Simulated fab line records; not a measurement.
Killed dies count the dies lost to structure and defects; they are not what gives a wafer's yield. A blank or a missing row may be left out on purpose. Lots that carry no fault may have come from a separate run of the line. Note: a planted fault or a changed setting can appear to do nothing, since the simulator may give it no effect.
fab line records    flow n5-finfet
record lots=10  wafers=29  last-day=19
route steps=1938 shown BEOL_M9@1443
lots that met no fault: taken from a fault-free run of the same line
start-h: hours from the record's first day to the start of the lot's first wafer shown    wait-h: hours elapsed since this lot's preceding step    " identical to the entry in the row above    L1.1+2: a row that stands for several wafers    - value missing, or start not given    * or withheld: withheld    < > ~ a bound
route shown NAME@n: a module of which the file shows steps, and the number in the route of the first    usual: mean/standard deviation of fault-free wafers    same: alike in all rows    chamber/n: place in a boat    sites: each site's reading    _std_site: their standard deviation    _edge_site: the outer-site mean with the inner-site mean subtracted    radius-mm: how far each site lies from the wafer's centre    mask NAME#n: copy n    behind: the most recent tool/chamber to have shaped the wafer    hold: reason for holding the lot/hours on hold/outcome of the hold    device: the transistor (n, p or np) that didn't switch    end of line: the tests these same wafers got at the end of their route    where a step has no rows: the recipe by itself    killed: dies that structure and defects cost at the first sort, which is not the same as the wafer's yield    map: dies across one wafer; x = killed, . = not, _ = none there
set.NAME: the setting that was run; set.NAME@STEP: the one run at that earlier step    model.NAME: the simulator's own value behind a step, which no gauge read
one table for each step of the route and one row for each wafer, over a sample of lots
services: the hour from which a tool's chamber was out of use, counted from the record's first day as start-h (under 0 if before that day), plus the number of hours and why
## steps
# step N5_BEOL_M9_VIA_ETCH_34
# recipe chemistry=C4F6/O2  target=SiCOH_lowk  target-depth-a=1824  mask-material=SOC  taper-deg=4  time-s=68.4  ion-energy-ev=250  pressure-mtorr=30  source-w=345  bias-w=185  Ar_flow_sccm=300  C4F6_flow_sccm=10  O2_flow_sccm=10
# usual drypump-motor-current-A=5.5/0.38  oes-product-au=0.79/0.086  rf-fwd-power-W=342.0/1.3  rf-vpp-V=665/6.9  showerhead-plenum-p-Torr=2.85/0.068  throttle-valve-pct=20.92/0.22
lot.wafer  tool         chamber  start-h  wait-h  drypump-motor-current-A  oes-product-au  rf-fwd-power-W  rf-hours-counter-h  rf-vpp-V  showerhead-plenum-p-Torr  throttle-valve-pct
L951.2     rie-diel-06  1        203.19   0.0     5.7                      0.94            342.7           7                   669       3.03                      20.75
L951.3     "            3        "        "       5.2                      0.99            343.4           2                   662       2.79                      20.84
L951.4     "            0        "        "       5.4                      0.71            340.7           211                 658       2.83                      21.17
L952.4     rie-diel-03  3        227.53   0.0     5.4                      0.74            341.7           158                 657       2.85                      21.22
L952.5     "            3        "        "       5.4                      0.74            341.2           -                   655       2.85                      21.21
L952.6     "            0        "        "       6.2                      0.90            341.1           -                   660       2.80                      20.64
L954.4     rie-diel-06  1        233.99   0.0     5.7                      0.92            342.1           17                  669       3.03                      20.77
L954.5     "            0        "        "       5.4                      0.71            342.3           -                   659       2.82                      21.17
L954.6     "            3        "        "       5.1                      0.95            341.2           -                   661       2.79                      20.83
L956.2     rie-diel-05  0        254.43   0.0     4.9                      0.67            341.3           239                 660       2.81                      21.21
L956.5     "            3        "        "       5.4                      0.75            342.8           -                   681       2.86                      20.74
L956.6     "            2        "        "       5.9                      0.80            337.9           -                   664       2.86                      21.26
L960.2     rie-diel-06  3        271.31   0.0     5.2                      0.93            343.9           21                  662       2.79                      20.87
L960.3     "            2        "        "       5.8                      0.76            341.9           132                 665       2.86                      21.04
L960.6     "            0        "        "       5.4                      0.70            340.6           -                   659       2.82                      21.20
L961.2     rie-diel-03  3        288.64   0.0     5.4                      0.73            343.2           175                 657       2.84                      21.23
L961.3     "            1        "        "       5.1                      0.79            344.1           112                 670       2.87                      20.78
L961.4     "            0        "        "       6.2                      0.87            344.4           38                  660       2.79                      20.65
L963.4     rie-diel-05  2        306.02   0.0     5.8                      0.78            341.0           136                 664       2.85                      21.29
L963.5     "            0        "        "       4.9                      0.67            341.1           -                   658       2.81                      21.23
L963.6     "            3        "        "       5.4                      0.73            344.2           -                   681       2.85                      20.77
L971.1     rie-diel-06  2        349.68   0.0     5.8                      0.73            344.1           157                 662       2.85                      21.07
L971.3     "            1        "        "       5.8                      0.85            341.9           54                  669       3.01                      20.82
L974.1     rie-diel-03  1        362.78   0.0     5.1                      0.77            343.5           135                 668       2.86                      20.80
L974.3     "            0        "        "       6.2                      0.84            342.9           61                  659       2.78                      20.68
L974.6     "            1        "        "       5.1                      0.76            343.0           -                   668       2.86                      20.81
L973.4     rie-diel-06  3        379.86   0.0     5.2                      0.86            341.4           60                  661       2.77                      20.90
L973.5     "            0        "        "       5.4                      0.95            340.6           -                   657       2.81                      20.87
L973.6     "            1        "        "       5.8                      0.84            341.6           -                   670       3.01                      20.84
# step N5_BEOL_M9_STRIP_80
# recipe chemistry=N2/H2  time-s=10  power-w=450  temp-c=40  pressure-mtorr=20  rf-frequency-hz=6e+07  bias-power-w=7  n2-flow-sccm=200  h2-flow-sccm=200
# usual drypump-motor-current-A=5.5/0.38  oes-product-au=0.79/0.087  rf-vpp-V=59.2/0.85  showerhead-plenum-p-Torr=2.54/0.062  temp-c=40.00/0.11  throttle-valve-pct=23.60/0.24
lot.wafer  tool         chamber  start-h  wait-h  drypump-motor-current-A  oes-product-au  rf-hours-counter-h  rf-vpp-V  showerhead-plenum-p-Torr  temp-c  throttle-valve-pct
L951.2     rie-diel-06  1        -        -       5.8                      0.95            8                   59.7      2.70                      40.08   23.54
L951.3     "            3        "        "       5.2                      1.00            3                   58.4      2.48                      39.99   23.45
L951.4     "            0        "        "       5.4                      0.71            211                 59.3      2.51                      39.91   23.89
L952.4     rie-diel-03  3        -        -       5.4                      0.75            158                 60.0      2.54                      40.01   23.95
L952.5     "            3        "        "       5.5                      0.74            -                   58.3      2.54                      40.07   23.96
L952.6     "            0        "        "       6.2                      0.91            -                   60.3      2.49                      40.01   23.38
L954.4     rie-diel-06  1        -        -       5.7                      0.92            17                  60.0      2.70                      40.16   23.56
L954.5     "            0        "        "       5.4                      0.71            -                   59.1      2.51                      39.86   23.92
L954.6     "            3        "        "       5.2                      0.97            -                   59.3      2.48                      40.02   23.45
L956.2     rie-diel-05  0        -        -       4.9                      0.68            239                 58.9      2.50                      40.02   23.84
L956.5     "            3        "        "       5.4                      0.74            -                   58.0      2.54                      39.96   23.32
L956.6     "            2        "        "       5.8                      0.79            -                   59.8      2.55                      40.13   24.00
L960.2     rie-diel-06  3        -        -       5.1                      0.94            21                  58.9      2.48                      40.23   23.47
L960.3     "            2        "        "       5.8                      0.76            132                 57.5      2.55                      39.93   23.66
L960.6     "            0        "        "       5.4                      0.71            -                   60.2      2.51                      40.02   23.90
L961.2     rie-diel-03  3        -        -       5.4                      0.73            175                 61.0      2.53                      40.04   23.98
L961.3     "            1        "        "       5.2                      0.79            112                 59.7      2.55                      39.94   23.51
L961.4     "            0        "        "       6.3                      0.87            38                  58.7      2.48                      40.05   23.40
L963.4     rie-diel-05  2        -        -       5.9                      0.78            136                 59.3      2.54                      40.06   24.02
L963.5     "            0        "        "       4.9                      0.67            -                   60.3      2.50                      39.95   23.87
L963.6     "            3        "        "       5.4                      0.74            -                   59.1      2.53                      40.09   23.35
L971.1     rie-diel-06  2        -        -       5.9                      0.74            157                 58.5      2.54                      40.03   23.70
L971.3     "            1        "        "       5.7                      0.86            54                  59.0      2.68                      40.05   23.61
L974.1     rie-diel-03  1        -        -       5.1                      0.76            135                 59.5      2.54                      40.10   23.54
L974.3     "            0        "        "       6.3                      0.83            61                  58.6      2.47                      39.97   23.44
L974.6     "            1        "        "       5.1                      0.76            -                   59.6      2.54                      40.07   23.54
L973.4     rie-diel-06  3        -        -       5.1                      0.87            60                  59.0      2.46                      39.97   23.52
L973.5     "            0        "        "       5.4                      0.97            -                   59.3      2.49                      39.93   23.63
L973.6     "            1        "        "       5.7                      0.85            -                   59.3      2.68                      39.98   23.61
# step N5_BEOL_M9_ECD_50
# recipe material=Cu  target-thk-a=3180
lot.wafer   tool       chamber  start-h  wait-h
L951.2+3+4  ecd-cu-01  1,1,0    205.37   0.1
L952.4+5+6  ecd-cu-02  0,1,0    229.61   0.1
L954.4+5+6  ecd-cu-01  0,1,0    238.80   0.1
L956.2+5+6  ecd-cu-02  1,1,0    257.21   0.1
L960.2+3+6  ecd-cu-01  1,0,0    273.46   0.1
L961.2+3+4  ecd-cu-01  0,1,0    291.73   0.1
L963.4+5+6  ecd-cu-02  0,0,1    307.78   0.1
L971.1+3    ecd-cu-02  0,1      351.46   0.1
L974.1+3+6  ecd-cu-02  0,0,1    364.86   0.1
L973.4+5+6  ecd-cu-02  0,1,0    381.83   0.1
# step N5_BEOL_M9_CMP_52
# recipe stop-on=SiCOH_lowk  t-overpolish-s=7  down-force-psi=1  platen-rpm=50  clearing-platen-down-force-psi=1.5  clearing-platen-rpm=50  post-cmp-clean=cu-alkaline  target-thk-nm=140  clearing-platen-pad-velocity-m-s=0.99484  pad-velocity-m-s=0.99484
# usual motor-current-A=6.1/0.53  pad-life-wafers=1150/660  slurry-filter-dp-kPa=13.50/0.13  slurry-flow-ml-min=150.1/0.45  time-to-endpoint-s=66/3.4
lot.wafer  tool    chamber  start-h  wait-h  motor-current-A  pad-life-wafers  slurry-filter-dp-kPa  slurry-flow-ml-min  time-to-endpoint-s
L951.2     cmp-01  2        205.77   0.2     6.6              708              13.25                 151.1               59
L951.3     "       3        "        "       5.0              709              13.27                 149.7               61
L951.4     "       1        "        "       6.9              711              13.64                 149.5               66
L952.4     cmp-03  2        230.46   0.2     6.0              1484             13.48                 149.3               70
L952.6     "       0        "        "       5.7              -                13.57                 150.7               69
L952.5     "       1        "        "       5.9              -                13.47                 150.0               64
L954.4     cmp-04  2        239.18   0.1     5.8              1704             13.35                 149.8               64
L954.6     "       2        "        "       5.9              -                13.56                 150.5               67
L954.5     "       3        "        "       6.0              -                13.25                 150.3               64
L956.2     cmp-04  0        257.79   0.3     6.1              1863             13.62                 150.4               65
L956.6     "       1        "        "       6.2              -                13.48                 149.8               63
L956.5     "       2        "        "       5.6              -                13.56                 150.6               68
L960.2     cmp-01  2        274.06   0.2     6.4              1141             13.32                 150.3               65
L960.3     "       0        "        "       6.6              1143             13.46                 150.0               62
L960.6     "       2        "        "       6.6              -                13.42                 150.5               62
L961.3     cmp-01  2        292.48   0.2     6.3              1297             13.42                 150.5               61
L961.2     "       3        "        "       5.1              1298             13.50                 150.0               64
L961.4     "       0        "        "       6.6              1299             13.58                 149.4               64
L963.4     cmp-03  2        308.27   0.1     6.0              2094             13.29                 150.4               68
L963.6     "       2        "        "       5.6              -                13.53                 150.0               67
L963.5     "       3        "        "       7.4              -                13.40                 149.5               67
L971.3     cmp-04  2        351.90   0.2     6.0              409              13.45                 149.4               65
L971.1     "       3        "        "       6.0              410              13.51                 150.9               112
L974.3     cmp-04  2        365.35   0.2     5.8              528              13.51                 149.7               69
L974.1     "       1        "        "       5.8              531              13.58                 149.4               109
L974.6     "       2        "        "       5.4              -                13.69                 149.7               115
L973.4     cmp-04  0        382.98   0.2     5.9              655              13.43                 149.7               65
L973.5     "       3        "        "       5.8              -                13.48                 150.8               65
L973.6     "       0        "        "       6.0              -                13.54                 149.6               110
# step N5_BEOL_M9_INSPECT_58
# recipe inspect-instrument=darkfield  mode=post-dep
# usual raw-defect-count=75/23
lot.wafer  tool               chamber  start-h  wait-h  raw-defect-count
L951.2     defect-inspect-02  -        206.27   0.0     118
L951.3     "                  -        "        "       78
L951.4     "                  -        "        "       113
L952.4     defect-inspect-01  -        230.88   0.0     58
L952.5     "                  -        "        "       90
L952.6     "                  -        "        "       80
L954.4     defect-inspect-01  -        239.67   0.0     69
L954.5     "                  -        "        "       73
L954.6     "                  -        "        "       71
L956.2     defect-inspect-02  -        258.13   0.0     99
L956.5     "                  -        "        "       115
L956.6     "                  -        "        "       79
L960.2     defect-inspect-01  -        274.47   0.0     80
L960.3     "                  -        "        "       84
L960.6     "                  -        "        "       90
L961.2     defect-inspect-01  -        292.90   0.0     73
L961.3     "                  -        "        "       78
L961.4     "                  -        "        "       87
L963.4     defect-inspect-01  -        308.78   0.0     84
L963.5     "                  -        "        "       74
L963.6     "                  -        "        "       81
L971.1     defect-inspect-01  -        352.32   0.0     84
L971.3     "                  -        "        "       58
L974.1     defect-inspect-01  -        365.81   0.0     82
L974.3     "                  -        "        "       38
L974.6     "                  -        "        "       69
L973.4     defect-inspect-01  -        383.40   0.0     43
L973.5     "                  -        "        "       96
L973.6     "                  -        "        "       76
## services
tool         chamber  start-h  hours  kind
cmp-04       -        179.49   2.6    pm
ecd-cu-02    -        180.23   0.6    repair
rie-diel-06  3        180.34   -      clean
rie-diel-06  3        180.34   -      consumable-replace:focus-ring
cmp-03       -        186.39   4.2    pm
cmp-01       -        191.57   0.8    repair
cmp-04       -        194.34   2.0    repair
cmp-04       -        199.97   3.2    repair
rie-diel-03  0        209.33   4.7    repair
cmp-01       -        217.95   2.7    repair
rie-diel-06  0        235.18   4.9    repair
cmp-03       -        242.73   1.8    repair
ecd-cu-01    -        258.41   6.4    repair
rie-diel-03  0        268.47   1.5    repair
rie-diel-05  0        280.12   21.8   repair
cmp-04       -        292.86   3.3    pm
cmp-04       -        300.09   4.0    pm
cmp-03       -        302.53   1.6    repair
cmp-01       -        308.32   0.7    repair
cmp-03       -        312.25   4.0    pm
rie-diel-06  2        329.05   5.4    repair
cmp-03       -        349.42   0.8    repair
rie-diel-05  2        354.62   15.6   repair
cmp-01       -        363.20   7.0    pm
## key
first-sign step=N5_BEOL_M9_CMP_52  reading=time-to-endpoint-s  direction=up  sigmas=13  usual=*  struck=*
effect none on later readings
met-at N5_BEOL_M9_ECD_50
struck-lots L971,L973,L974
struck-wafers L971.1,L973.6,L974.1,L974.6
not-acting-at N5_BEOL_M9_VIA_ETCH_34,N5_BEOL_M9_STRIP_80,N5_BEOL_M9_INSPECT_58
onset-between 307.78 351.46
fault kind=process-parameter-drift  tool=ecd-cu-02  chamber=-  onset-h=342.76  steps=N5_BEOL_M9_ECD_50  channel=target-thk-a  offset=*  shape=step  end-h=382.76  scope=struck-wafers-only  acts-in=*  stated=*
